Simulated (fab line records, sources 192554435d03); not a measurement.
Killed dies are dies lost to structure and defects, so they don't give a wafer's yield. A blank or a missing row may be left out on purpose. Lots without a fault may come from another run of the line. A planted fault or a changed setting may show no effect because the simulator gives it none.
A struck lot beside a sound one | flow n5_finfet | 41 steps out of a route of 1938
Sound: wafers L352.1, L352.3, L352.4. Struck: wafer L358.3. (L358.1, L358.2 of the same lot were not struck and are left out.) The cause comes at the end.
At each step with rows: each side's tool, then ch and its chambers, then its first start. Under that, the readings that differ: sound wafers | struck wafers | difference of the means | sigmas: that difference in standard deviations of wafers without a fault.
alike: readings whose means differ by less than 2 such deviations, and words and numbers that are the same on both sides. not compared: withheld readings, readings that some wafer has no value for, bounds like >300 that may hide the same value, and numbers for which the record gives no deviation and whose values overlap.
The two part at a step that has a row with sigmas, a row that says differs or no value, or rows on one side only. Numbers that don't overlap but have no deviation are shown without sigmas and don't part them. A reading that every wafer of one side lacks parts them only if that side has two wafers or more.

first, 11 steps without rows for these wafers: N5_BEOL_M0_SAQP_SRD_93 (time 30 s); N5_BEOL_M0_SAQP_RECESS_114 (chemistry HF/NH3, target SiO2, target depth 14.4 nm, afs cycles 3, sublimation time 60 s); N5_BEOL_M0_SAQP_SPACER1_ALD_98 (deposits SiO2, target thk 12.8 nm, pulse time 1 s, purge time 2 s); N5_BEOL_M0_SAQP_SPACER1_ETCHBACK_99 (etches SiO2 in CHF3/O2, target depth 15.4 nm, time 7.7 s); N5_BEOL_M0_SAQP_MANDREL1_REMOVE_100 (chemistry HBr/Cl2/O2, target a-Si, stops on SiNx, bt time 10 s); N5_BEOL_M0_SAQP_ETCH_101 (etches SiNx in CH3F/O2, target depth 29.9 nm, time 42.7 s); N5_BEOL_M0_SAQP_ETCH_102 (etches SiO2 in CF4, target depth 4 nm, time 4.4 s); N5_BEOL_M0_SAQP_MANDREL_ETCH_103 (etches a-Si in HBr/Cl2, stops on SiCN, target depth 45 nm, bt time 10 s, time 27 s); N5_BEOL_M0_SAQP_RECESS_104 (chemistry HF/NH3, target SiO2, target depth 18 nm, afs cycles 3, sublimation time 60 s); N5_BEOL_M0_SAQP_COAT_105 (time 60 s, resist thk 100 nm); N5_BEOL_M0_SAQP_ETCH_106 (etches SOC in N2/H2, stops on SiNx, target depth 150 nm).
N5_BEOL_M0_SAQP_ETCH_107: etches SiNx in CH3F/O2, target depth 30 nm.
  sound on rie_diel-06 ch 0,2,3, day 5 21:04; struck on rie_diel-06 ch 3, day 7 13:48
  alike: drypump_motor_current_A, oes_product_au, rf_vpp_V, showerhead_plenum_p_Torr, throttle_valve_pct
  not compared: rf_hours_counter_h
then, 14 steps without rows for these wafers: N5_BEOL_M0_SAQP_STRIP_108 (strips in N2/H2); N5_BEOL_M0_SAQP_RECESS_109 (chemistry HF/NH3, target SiO2, target depth 3 nm, afs cycles 1, sublimation time 60 s); N5_BEOL_M0_SAQP_SPACER2_ALD_26 (deposits SiO2, target thk 15 nm, pulse time 1 s, purge time 2 s); N5_BEOL_M0_SAQP_SPACER2_ETCHBACK_27 (etches SiO2 in CHF3/O2, target depth 22.5 nm, time 11.25 s); N5_BEOL_M0_SAQP_MANDREL2_REMOVE_110 (chemistry HBr/Cl2/O2, target a-Si, stops on SiCN, bt time 10 s); N5_BEOL_M0_SAQP_COAT_69 (time 60 s, resist thk 90 nm); N5_BEOL_M0_SAQP_COAT_72 (time 60 s, resist thk 15 nm); N5_BEOL_M0_SAQP_COAT_87 (time 60 s, resist thk 5 nm); N5_BEOL_M0_SAQP_COAT_34 (resist thk 30 nm); N5_BEOL_M0_SAQP_EBR_36; N5_BEOL_M0_SAQP_SOFTBAKE_35 (time 60 s); N5_BEOL_M0_SAQP_EXPOSE_37 (exposes mask M0 CUT1, target cd 30 nm); N5_BEOL_M0_SAQP_PEB_38 (peb time 60 s); N5_BEOL_M0_SAQP_DEVELOP_39 (develop time 30 s).
N5_BEOL_M0_SAQP_INSPECT_42: inspects for defects (brightfield).
  sound on defect_inspect-01, day 5 22:38; struck on defect_inspect-01, day 8 08:16
  reading          | sound       | struck | difference | sigmas
  raw_defect_count | 227 335 298 | 1307   | +1020      | +12
then, 11 steps without rows for these wafers: N5_BEOL_M0_SAQP_DESCUM_45 (chemistry O2, time 7 s); N5_BEOL_M0_SAQP_ETCH_88 (etches underlayer in N2/H2, target depth 6.5 nm, time 5.2 s); N5_BEOL_M0_SAQP_ETCH_73 (etches SiARC in CF4, target depth 19.5 nm, time 32.5 s); N5_BEOL_M0_SAQP_CUT_ETCH_46 (etches SOC in N2/H2, target depth 135 nm, overetch 27 nm, time 202.5 s); N5_BEOL_M0_SAQP_STRIP_74 (strips in N2/H2); N5_BEOL_M0_SAQP_STRIP_89 (strips in N2/H2); N5_BEOL_M0_SAQP_ALD_48 (deposits SiO2, target thk 20 nm, pulse time 1 s, co reactant pulse time 1 s); N5_BEOL_M0_SAQP_ETCH_49 (etches SiO2 in CF4/O2, target depth 37 nm); N5_BEOL_M0_SAQP_STRIP_75 (strips in CF4); N5_BEOL_M0_CUTY_COAT_50 (time 60 s, resist thk 15 nm); N5_BEOL_M0_CUTY_COAT_51 (resist thk 150 nm).
N5_BEOL_M0_CUTY_INSPECT_59: inspects for defects (macro).
  sound on defect_inspect-01, day 6 00:02; struck on defect_inspect-01, day 8 09:35
  reading          | sound | struck | difference | sigmas
  raw_defect_count | 2 4 2 | >300   | differs    |
N5_BEOL_M4_RC_MEAS_101:
  sound on prober-02 ch 0, day 8 03:02; struck on prober-01 ch 0, day 10 07:47
  alike: DIBL_N, DIBL_P, IOFF_N, IOFF_P, ION_N, ION_P, SS_N, SS_P, VT_N, VT_P
-- the record jumps here: 4 days lie between the struck wafers' starts before and after (it left off in module BEOL_M4 and takes up again in module PASSIVATION, whose first step shown is number 1936 of the route) --
N5_PASSIVATION_PROBE_49:
  sound on prober-02, day 12 05:43; struck on prober-01, day 14 16:58
  reading                  | sound          | struck | difference | sigmas
  defect_limited_yield (%) | 90.3 91.9 90.7 | 84.4   | -6.6       | -5
  killed_at_M0_to_M3       | 35 35 25       | 125    | +93        | +8
  killed_at_contacts       | 11 5 10        | 22     | +13        | +2
  killed_at_front_end      | 59 41 67       | 21     | -35        | -3
  killed_dies              | 114 96 110     | 184    | +77        | +5
  sort_bin_5_function (%)  | 5.2 4.7 5.5    | 9.7    | +4.6       | +5
  sort_n_pass              | 1066 1084 1070 | 996    | -77        | -5
  sort_yield_pct (%)       | 90.3 91.9 90.7 | 84.4   | -6.6       | -5
  alike: killed_at_M4_up, killed_at_other, killed_open, killed_short, sort_bin_6_memory, sort_bin_8_speed

WHERE THEY PART
First at N5_BEOL_M0_SAQP_INSPECT_42; last, within this record, at N5_PASSIVATION_PROBE_49.

WHY: what the simulator had put in
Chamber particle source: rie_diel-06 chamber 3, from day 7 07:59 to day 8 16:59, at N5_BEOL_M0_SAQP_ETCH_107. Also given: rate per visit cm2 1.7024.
